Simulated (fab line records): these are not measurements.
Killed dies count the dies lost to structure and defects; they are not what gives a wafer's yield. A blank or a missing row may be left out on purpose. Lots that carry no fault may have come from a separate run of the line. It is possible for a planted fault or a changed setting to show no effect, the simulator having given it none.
Split-lot experiment + flow n5Finfet + route with 1938 steps; 7 lots, 21 wafers read

THE SPLIT
At N5_BEOL_M4_ETCH_70 (etches SOC in N2/H2, target depth 80 nm, overetch 24 nm, time 130 s), the setting timeS was moved away from the recipe's 130 s on 4 of the 21 wafers read, by -20.3% to +8.8%. For the rest of the wafers, this setting stayed at what the recipe calls for.

The split's own step is where the reading is taken.

THE READING
SiARC_of_BEOL_M4_COAT_68.thkNm (the simulator's own value, which no gauge read), in nm, at N5_BEOL_M4_ETCH_70 (etches SOC in N2/H2, target depth 80 nm, overetch 24 nm, time 130 s). No usual value for it is given in the file. Average 5.9 nm, standard deviation 0.13 nm, over the 17 wafers here run with the recipe.

| wafer  | tool, chamber at the split | timeS as run, s | against the recipe | SiARC_of_BEOL_M4_COAT_68.thkNm, nm | against lot-mates on the recipe |
|--------|----------------------------|-----------------|--------------------|------------------------------------|---------------------------------|
| L074.1 | rieDiel-06, 3              | 130             | recipe             | 5.6                                | -                               |
| L074.2 | rieDiel-06, 0              | 108.4           | -16.6%             | 6.8                                | +1.2                            |
| L074.3 | rieDiel-06, 1              | 108.4           | -16.6%             | 7                                  | +1.4                            |
| L076.1 | rieDiel-01, 3              | 130             | recipe             | 5.8                                | -                               |
| L076.6 | rieDiel-01, 3              | 130             | recipe             | 5.8                                | -                               |
| L076.2 | rieDiel-01, 1              | 141.5           | +8.8%              | 5.2                                | -0.6                            |
| L083.3 | rieDiel-06, 2              | 130             | recipe             | 5.6                                | -                               |
| L083.4 | rieDiel-06, 0,1            | 130             | recipe             | 5.8                                | -                               |
| L083.5 | rieDiel-06, 0,1            | 130             | recipe             | 5.8                                | -                               |
| L089.1 | rieDiel-02, 2,0,2          | 130             | recipe             | 6                                  | -                               |
| L089.4 | rieDiel-02, 2,0,2          | 130             | recipe             | 6                                  | -                               |
| L089.5 | rieDiel-02, 2,0,2          | 130             | recipe             | 6                                  | -                               |
| L092.1 | rieDiel-02, 3              | 130             | recipe             | 6                                  | -                               |
| L092.4 | rieDiel-02, 0              | 130             | recipe             | 5.8                                | -                               |
| L092.6 | rieDiel-02, 0              | 130             | recipe             | 5.8                                | -                               |
| L095.1 | rieDiel-01, 3,2            | 130             | recipe             | 6                                  | -                               |
| L095.4 | rieDiel-01, 3,2            | 130             | recipe             | 6                                  | -                               |
| L095.3 | rieDiel-01, 1              | 130             | recipe             | 5.8                                | -                               |
| L096.2 | rieDiel-02, 0              | 103.6           | -20.3%             | 7.2                                | +1.3                            |
| L096.4 | rieDiel-02, 1              | 130             | recipe             | 5.8                                | -                               |
| L096.5 | rieDiel-02, 3              | 130             | recipe             | 6                                  | -                               |
Where a row lists several chambers, the file gives one row for several wafers and doesn't say which wafer went through which chamber.

THE FIT
A straight line over all 21 wafers: SiARC_of_BEOL_M4_COAT_68.thkNm changes by -0.0652 nm for each +1% of timeS; r = -0.96; the points scatter about the line by 0.13 nm.
The same after taking each lot's own level away (the mean of its wafers on the recipe; 21 wafers): -0.0716 nm for each +1%; r = -0.98; scatter 0.094 nm.
The reading moves by 1.5 nm for the largest change in timeS, on that fit.
Across the lots, their own levels run from 5.60 to 6.00 nm, a range of 3.0 times the standard deviation given above.
The two slopes are in agreement: the lot-to-lot level therefore moves the slope only a little.
Check: for one of the wafers moved furthest among these (-20.3%), held out of the fit, the line's prediction against its lot-mates is +1.56 nm. It came out at +1.3 nm against them.

OTHER SPLITS ON THESE WAFERS
Other splits were also applied to these wafers ahead of the reading. Each is held against what the fit with the lots' levels taken away leaves over:
| other split on the same wafers | wafers away from the commonest value | r with SiARC_of_BEOL_M4_COAT_68.thkNm (lot level and that fit taken away) |
|--------------------------------|--------------------------------------|---------------------------------------------------------------------------|
| N5_BEOL_M2_COAT_73 tempC       | 8                                    | -0.08                                                                     |
| N5_BEOL_M3_COAT_05 spinRpm     | 7                                    | -0.06                                                                     |
| N5_BEOL_M3_EXPOSE_08 doseMj    | 5                                    | +0.13                                                                     |
| N5_BEOL_M3_VIA_ETCH_34 timeS   | 4                                    | +0.13                                                                     |

THE FILE'S OWN FIT
SiARC_of_BEOL_M4_COAT_68.thkNm changes by -0.0695 nm for each +1% of timeS, r = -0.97.
